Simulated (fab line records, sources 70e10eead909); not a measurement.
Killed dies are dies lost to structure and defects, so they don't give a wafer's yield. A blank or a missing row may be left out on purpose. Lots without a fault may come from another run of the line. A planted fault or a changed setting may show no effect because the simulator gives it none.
A struck lot beside a sound one | flow nand_harc | 18 steps out of a route of 1302
Sound: wafers L855.1, L855.2, L855.4. Struck: wafers L871.2, L871.4, L871.6. The cause comes at the end.
At each step with rows: each side's tool, then ch and its chambers, then its first start. Under that, the readings that differ: sound wafers | struck wafers | difference of the means | sigmas: that difference in standard deviations of wafers without a fault.
alike: readings whose means differ by less than 2 such deviations, and words and numbers that are the same on both sides. not compared: withheld readings, readings that some wafer has no value for, bounds like >300 that may hide the same value, and numbers for which the record gives no deviation and whose values overlap.
The two part at a step that has a row with sigmas, a row that says differs or no value, or rows on one side only. Numbers that don't overlap but have no deviation are shown without sigmas and don't part them. A reading that every wafer of one side lacks parts them only if that side has two wafers or more.

first, 2 steps without rows for these wafers: NHARC_A_BONDPAD_HARDBAKE_10 (time 65 s); NHARC_A_BONDPAD_DESCUM_11 (chemistry O2, time 3 s).
NHARC_A_BONDPAD_ETCH_34: etches the open film in N2/H2, target depth 60 nm, overetch 18 nm, time 65.91 s.
  sound on rie_diel-02 ch 0,1,2, day 26 08:27; struck on rie_diel-12 ch 0,1, day 32 13:13
  alike: drypump_motor_current_A, oes_product_au, rf_vpp_V, showerhead_plenum_p_Torr, throttle_valve_pct
  not compared: rf_hours_counter_h
then, 1 step without rows for these wafers: NHARC_A_BONDPAD_ETCH_12 (etches the open film in CHF3/O2, target depth 220 nm, time 110 s).
NHARC_A_BONDPAD_CD_MEAS_13:
  sound on cd_sem-02, day 26 08:41; struck on cd_sem-02, day 32 13:27
  alike: cd_nm
then, 1 step without rows for these wafers: NHARC_A_BONDPAD_STRIP_15 (strips in O2).
NHARC_A_BONDPAD_ETCH_24: etches the open film in CF4/N2, target depth 30 nm, time 72.99 s.
  sound on rie_diel-12 ch 0,1,2; struck on rie_diel-12 ch 0,1
  alike: drypump_motor_current_A, oes_product_au, rf_vpp_V, showerhead_plenum_p_Torr, throttle_valve_pct
  not compared: rf_hours_counter_h
then, 2 steps without rows for these wafers: NHARC_A_BONDPAD_STRIP_16 (strips in post etch residue remover, time 600 s); NHARC_A_BONDPAD_DEGAS_25 (time 60 s).
NHARC_A_BONDPAD_PRE_CLEAN_26: time 30 s.
  sound on pvd_sputter-03; struck on pvd_sputter-02
  alike: heater_power_w
NHARC_A_BONDPAD_PVD_17: deposits TaN, target thk 5 nm, time 8.06 s.
  sound on pvd_sputter-03; struck on pvd_sputter-02
  alike: throttle_valve_pct
then, 1 step without rows for these wafers: NHARC_A_BONDPAD_PVD_27 (deposits Cu, target thk 30 nm, time 20.49 s).
NHARC_A_BONDPAD_ECD_18: material Cu, target thk 400 nm.
  sound on ecd_cu-01 ch 0,1, day 26 09:40; struck on ecd_cu-02 ch 0,1, day 32 14:26
  no value came back on the struck wafers for bath_heat_duty_pct (%), bath_temp_c (C); on the sound wafers bath_heat_duty_pct (%) reads 6.7 5.9 6.1
then, 1 step without rows for these wafers: NHARC_A_BONDPAD_ANNEAL_28 (time 90 s).
NHARC_A_BONDPAD_CMP_19: polishes, t overpolish 30 s, cu recess touch 16 s, target thk 169.82 nm.
  sound on cmp-02 ch 0,2,3, day 26 10:23; struck on cmp-02 ch 1,3, day 32 15:10
  alike: motor_current_A, overpolish_run_s
NHARC_A_BONDPAD_THK_MEAS_20: measures by xrf.
  sound on film_metro-01, day 26 10:42; struck on film_metro-02, day 32 15:29
  reading     | sound             | struck         | difference | sigmas
  thk_nm (nm) | 167.0 168.6 169.6 | 30.3 31.1 30.8 | -137.7     | -86
then, 1 step without rows for these wafers: NHARC_A_BONDPAD_SRD_21 (time 30 s, dry time 20 s).
NHARC_END_SORT_01:
  the record has rows for the struck wafers here (prober-02 ch 0, day 33 17:43) and none for the sound ones

WHERE THEY PART
First at NHARC_A_BONDPAD_ECD_18; last, within this record, at NHARC_END_SORT_01.

WHY: what the simulator had put in
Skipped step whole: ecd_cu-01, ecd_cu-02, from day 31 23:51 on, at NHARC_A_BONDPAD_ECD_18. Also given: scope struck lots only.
